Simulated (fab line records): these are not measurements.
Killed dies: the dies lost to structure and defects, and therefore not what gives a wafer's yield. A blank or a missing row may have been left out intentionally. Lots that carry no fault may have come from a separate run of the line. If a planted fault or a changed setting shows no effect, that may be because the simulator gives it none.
Comparing a struck lot with a sound one	flow n5_finfet	15 steps out of a route of 1938
Sound: the wafers L855.2, L855.3, L855.4. Struck: wafer L864.4; the same lot's L864.3 was not struck, so it is left out; see the end for the cause.
For every step that has rows: the tool of each side, followed by ch and its chambers, followed by its first start. Under that, the readings that differ: sound wafers	struck wafers	difference of the means	sigmas: that difference in standard deviations of wafers without a fault.
alike: same words and numbers on both sides, and readings whose means sit less than 2 such deviations apart. not compared: any withheld reading, any reading some wafer has no value for, any bound like >300 that may hide the same value, and any number with overlapping values for which the record gives no deviation.
Wherever a step has rows on one side only, a row that says differs or no value, or a row with sigmas, the two part there. Non-overlapping numbers with no deviation appear without sigmas and do not part them. A reading missing from all wafers of one side parts the sides only when that side holds two or more wafers.

N5_BEOL_M9_TRENCH_ETCH_37: etches SiCOH lowk in C4F6/O2, target depth 151.43 nm, time 49 s.
  sound: rie_diel-02 ch 0,1,3; struck: rie_diel-03 ch 3
  alike: drypump_motor_current_A, oes_product_au, rf_vpp_V, showerhead_plenum_p_Torr, throttle_valve_pct
  not compared: rf_hours_counter_h
N5_BEOL_M9_ETCH_41: etches SiCN in CH3F/O2, target depth 36.6 nm, time 70.1 s.
  sound: rie_diel-02 ch 0,1,3; struck: rie_diel-03 ch 3
  alike: CH3F_flow_sccm, drypump_motor_current_A, oes_product_au, rf_vpp_V, showerhead_plenum_p_Torr, throttle_valve_pct
  not compared: rf_hours_counter_h
N5_BEOL_M9_STRIP_80: strips in N2/H2, time 10 s.
  sound: rie_diel-02 ch 0,1,3; struck: rie_diel-03 ch 3
  alike: drypump_motor_current_A, h2_flow_sccm, oes_product_au, rf_vpp_V, showerhead_plenum_p_Torr, throttle_valve_pct
  not compared: rf_hours_counter_h
N5_BEOL_M9_OCD_MEAS_38:
  sound on ocd-01 at day 11 10:47; struck on ocd-01 at day 13 02:25
  alike: trench_depth_nm
then, 4 steps without rows for these wafers: N5_BEOL_M9_HM_STRIP_39 (strips TiN in peroxide tin strip, target depth 25 nm, time 158 s); N5_BEOL_M9_SRD_40 (time 30 s); N5_BEOL_M9_PRECLEAN_42 (cleans in residue remover, time 60 s); N5_BEOL_M9_SRD_43 (time 30 s).
N5_BEOL_M9_CD_MEAS_35: target cd 70 nm, target cd y 40 nm.
  sound on cd_sem-02 at day 11 10:56; struck on cd_sem-01 at day 13 02:34
  alike: cd_nm
then, 2 steps without rows for these wafers: N5_BEOL_M9_CURE_72 (cures SiCOH lowk, time 120 s); N5_BEOL_M9_DEGAS_44 (time 60 s).
N5_BEOL_M9_PRE_CLEAN_45: time 30 s.
  sound on pvd_sputter-02 at day 11 11:35; struck on pvd_sputter-01 at day 13 03:16
reading	sound	struck	difference	sigmas
heater_power_w (W)	389 333 355	314	-45	-2
susceptor_temp_C (C)	250.14 250.14 250.19	249.74	-0.42	-2
N5_BEOL_M9_ALD_74: deposits TaN, target thk 2 nm, pulse time 2 s, purge time 3 s.
  sound on ald_metal-04 ch 0,1,3, day 11 11:38; struck on ald_metal-02 ch 2, day 13 03:20
reading	sound	struck	difference	sigmas
ald_cycles	40 40 40	39	-1	
  alike: heater_power_outer_w, heater_power_w, precursor_vessel_temp_c
  not compared: susceptor_temp_C
N5_BEOL_M9_SURFACE_TREAT_79:
  sound on pvd_sputter-01 at day 11 11:56; struck on pvd_sputter-01 at day 13 03:42
  not compared: throttle_valve_pct
-- here the record skips 2 days between the struck wafers' starts before and after, leaving off in module BEOL_M9 and picking up in module PASSIVATION (first step shown: number 1936 of the route) --
N5_PASSIVATION_PROBE_49:
  only the struck wafers here have rows in the record (prober-01, day 15 14:01); the sound ones have none

WHERE THEY PART
Earliest at N5_BEOL_M9_PRE_CLEAN_45; latest, in this record, at N5_PASSIVATION_PROBE_49.

WHY: the cause the simulator had injected
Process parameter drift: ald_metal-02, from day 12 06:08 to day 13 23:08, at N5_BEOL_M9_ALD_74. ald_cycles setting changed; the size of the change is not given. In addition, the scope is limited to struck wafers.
